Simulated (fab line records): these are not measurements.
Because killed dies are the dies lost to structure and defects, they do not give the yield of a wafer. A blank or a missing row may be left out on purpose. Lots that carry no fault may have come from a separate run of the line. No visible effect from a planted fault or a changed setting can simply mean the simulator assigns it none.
Which of the tools did it? | flow n5-finfet | Sampling: 9 lots, 27 wafers, 2 of 1938 route steps

== WHAT THE GAUGES SHOWED, per wafer ==
N5_BEOL_M1_CD_MEAS_28: target cd y 23.3 nm.
lot  | measured     | on        | cd-nm (nm)
L838 | day 6 07:07  | cd-sem-01 | 24.17 24.06 24.67
L840 | day 6 22:41  | cd-sem-03 | 24.01 24.07 23.69
L850 | day 9 18:23  | cd-sem-01 | 24.38 23.85 23.81
L851 | day 9 18:31  | cd-sem-03 | 24.18 24.18 24.06
L853 | day 10 03:18 | cd-sem-03 | 24.04 23.66 23.89
L855 | day 10 13:41 | cd-sem-03 | 23.97 24.02 24.28
L856 | day 10 19:44 | cd-sem-02 | 23.65 24.04 24.09
L857 | day 11 04:43 | cd-sem-03 | 24.30 23.60 24.30
L858 | day 11 11:47 | cd-sem-02 | 23.90 24.11 24.13

== WHICH TOOL RAN EACH LOT (tool, then ch and the chambers of the sampled wafers, then the start) ==
lot  | N5_BEOL_M1_HM_OPEN_17
L838 | rie-metal-02 ch 0,1, day 6 06:31
L840 | rie-metal-01 ch 0,1, day 6 22:13
L850 | rie-metal-02 ch 0, day 9 17:47
L851 | rie-metal-01 ch 0,1, day 9 18:01
L853 | rie-metal-03 ch 0,1, day 10 02:38
L855 | rie-metal-03 ch 0,1, day 10 13:00
L856 | rie-metal-03 ch 0,1, day 10 19:14
L857 | rie-metal-01 ch 0,1, day 11 04:07
L858 | rie-metal-03 ch 0,1, day 11 11:16
- N5_BEOL_M1_HM_OPEN_17: chemistry Cl2/BCl3, target TiN, target depth 20 nm, overetch 6 nm.

== THE ANSWER, worked out from the rows above alone ==
Rule: usual is defined by the lots themselves. The widest of any qualifying gaps counts: lots, ordered by their means at a reading, are off when they make up no more than a third of the lots, leave a main group of 4 or more, and stand apart from it by 3 or more times the standard deviation of that group's means. A main group whose means are all the same, to the digits that the tables above print for the reading, isn't used. A lot without any number at a reading at which 4 lots or more have one is off too. The other lots that the step has rows for count as sound.
No lot is off on any of the readings shown, so nothing can be concluded from this.

== WHAT WAS PUT IN BY THE SIMULATOR ==
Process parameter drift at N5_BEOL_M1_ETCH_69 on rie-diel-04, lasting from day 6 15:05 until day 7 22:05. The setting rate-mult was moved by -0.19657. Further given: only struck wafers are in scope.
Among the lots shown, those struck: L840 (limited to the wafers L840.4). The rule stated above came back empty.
